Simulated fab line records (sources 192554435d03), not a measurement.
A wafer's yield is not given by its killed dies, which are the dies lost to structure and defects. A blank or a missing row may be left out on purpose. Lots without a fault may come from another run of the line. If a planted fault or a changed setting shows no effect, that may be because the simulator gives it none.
Problem report in the 8D (eight disciplines) form, filled by code | flow n5 finfet | the parts of the form that need people (team, actions taken, sign-off) are left out

1. PROBLEM STATEMENT
Wafers without a fault read 64.7 s, standard deviation 2.5; etch rf on time s at N5_BEOL_M10_ETCH_65 reads a mean of 79.8 s on 3 wafers belonging to 3 lots. That puts it +6.0 standard deviations away from the usual mean.
The step: etches SiARC in CF4, target depth 39 nm, time 65 s.
Seen first at day 13 07:08 on rie diel-02, wafer L582.4. The record has a number at this step for 31 wafers belonging to 11 lots. The rule behind "out" and "out of limits": a value lying over 4 standard deviations away from the usual mean. All remaining wafers that have a number are taken as sound.

2. WHAT IT IS, WHAT IT ISN'T
question                    | is                     | is not
which readings at this step | etch rf on time s      | drypump motor current A, oes product au, rf vpp V, showerhead plenum p Torr, throttle valve pct
which lots                  | L582, L583, L585       | L572, L573, L574, L575, L576, L587, L588, L590
which wafers of those lots  | L582.4, L583.4, L585.4 | L582.5, L582.6, L583.3, L585.3, L585.6
read on which tools         | rie diel-02            | rie diel-01, rie diel-04
when                        | from day 13 07:08      | up to then (16 sound wafers); but 12 sound wafers of L583, L585, L587, L588, L590 came after

3. THE SUSPECTS, EACH WITH WHAT RULES IT OUT
Counting: any tool at a process step up to the reading remains a suspect provided it ran every lot that is out. Sound lots after the first of them don't rule it out here, since some wafers of a struck lot are sound.
- rie diel-02 at N5_BEOL_M10_DESCUM_33 (chemistry O2, time 7.9 s): kept. It ran every lot that is out, first L582 (day 13 07:06); its last sound lot up to then is L575 (day 11 09:35).
- rie diel-02 at N5_BEOL_M10_ETCH_65 (etches SiARC in CF4, target depth 39 nm, time 65 s): kept. It ran every lot that is out, first L582 (day 13 07:08); its last sound lot up to then is L575 (day 11 09:37). On those wafers its own readings are out: etch rf on time s.
The count leaves rie diel-02 at N5_BEOL_M10_ETCH_65 and rie diel-02 at N5_BEOL_M10_DESCUM_33.

4. THE CAUSE (what the simulator had put in)
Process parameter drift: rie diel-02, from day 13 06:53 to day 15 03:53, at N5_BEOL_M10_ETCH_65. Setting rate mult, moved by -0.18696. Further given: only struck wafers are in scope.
Counting leaves 2 suspects; this tool is one of them.

5. THE EFFECT CHAIN, in route order
One row per reading whose mean, taken over the struck wafers that have a number, lies over 3 standard deviations from the usual. Only readings whose record carries a usual standard deviation are examined. hours: median over the lots of the time between each lot's start at the first step of this table that gives one and its start at this step. sigmas: the change, counted in usual standard deviations.
hours | step                | reading           | usual  | on struck wafers | change | sigmas
0     | N5_BEOL_M10_ETCH_65 | etch rf on time s | 64.7 s | 79.8             | +15.1  | +6.0
The process steps in it:
- N5_BEOL_M10_ETCH_65: etches SiARC in CF4, target depth 39 nm, time 65 s.

6. WHAT WOULD HAVE CAUGHT IT SOONER
First out-of-limits reading in this record: day 13 07:08, which is 0 hours after fault onset at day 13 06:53.
